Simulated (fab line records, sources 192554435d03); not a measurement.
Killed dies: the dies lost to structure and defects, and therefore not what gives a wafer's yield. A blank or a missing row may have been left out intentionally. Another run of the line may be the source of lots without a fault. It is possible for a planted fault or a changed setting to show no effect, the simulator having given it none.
Matching of chambers / flow n5 finfet / N5_BEOL_M0_PRE_CLEAN_131 on cvd co-01 has 3 sister chambers
The step time 15 s. 22 wafers are shown with their chamber, then 11 later ones without.

## EACH WAFER AND ITS CHAMBER
wafer=L074.1; chamber=0; heater power w (W)=91
wafer=L074.3; chamber=2; heater power w (W)=69
wafer=L074.6; chamber=2; heater power w (W)=69
wafer=L076.1; chamber=0; heater power w (W)=93
wafer=L076.4; chamber=2; heater power w (W)=70
wafer=L076.6; chamber=1; heater power w (W)=77
wafer=L079.2; chamber=1; heater power w (W)=74
wafer=L079.4; chamber=1; heater power w (W)=76
wafer=L079.6; chamber=1; heater power w (W)=75
wafer=L078.1; chamber=1; heater power w (W)=75
wafer=L078.2; chamber=0; heater power w (W)=92
wafer=L078.5; chamber=0; heater power w (W)=91
wafer=L088.2; chamber=0; heater power w (W)=92
wafer=L088.3; chamber=2; heater power w (W)=70
wafer=L088.5; chamber=2; heater power w (W)=69
wafer=L089.2; chamber=1; heater power w (W)=76
wafer=L089.5; chamber=1; heater power w (W)=77
wafer=L089.6; chamber=0; heater power w (W)=91
wafer=L091.1; chamber=0; heater power w (W)=91
wafer=L091.2; chamber=2; heater power w (W)=71
wafer=L091.3; chamber=1; heater power w (W)=76
wafer=L091.4; chamber=0; heater power w (W)=93

SIGNATURES (means of the wafers above)
reading=heater power w; chamber 0=91.75; chamber 1=75.75; chamber 2=69.67; scatter within a chamber=0.927
Rule: for each reading, subtract the chamber's mean from the wafer's reading, divide by that reading's scatter and square the result; add these up over the readings and take the root, which gives the wafer's distance from the chamber. If the next closest chamber is less than 2 further off than the closest, the wafer can't be placed; otherwise it belongs to the closest. The scatter: take each reading less its chamber's mean, square it, sum over the shown wafers, divide by the number of wafers less the number of chambers, and take the root.

## WAFERS WITHOUT THEIR CHAMBER
wafer=L091.5; heater power w (W)=75
wafer=L091.6; heater power w (W)=72
wafer=L094.1; heater power w (W)=71
wafer=L094.2; heater power w (W)=91
wafer=L094.3; heater power w (W)=77
wafer=L094.4; heater power w (W)=75
wafer=L094.5; heater power w (W)=70
wafer=L094.6; heater power w (W)=94
wafer=L096.1; heater power w (W)=71
wafer=L096.2; heater power w (W)=77
wafer=L096.5; heater power w (W)=91

## CHAMBER TAKEN BY EACH
wafer=L091.5; from the rows above=1; in truth=1
wafer=L091.6; from the rows above=can't be placed: 2 or 1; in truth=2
wafer=L094.1; from the rows above=2; in truth=2
wafer=L094.2; from the rows above=0; in truth=0
wafer=L094.3; from the rows above=1; in truth=1
wafer=L094.4; from the rows above=1; in truth=1
wafer=L094.5; from the rows above=2; in truth=2
wafer=L094.6; from the rows above=0; in truth=0
wafer=L096.1; from the rows above=2; in truth=2
wafer=L096.2; from the rows above=1; in truth=1
wafer=L096.5; from the rows above=0; in truth=0
Placed correctly: 10 of 11. Cannot be placed on the basis of these rows: 1; the candidates contain the true chamber in 1. 0 placed wrongly.
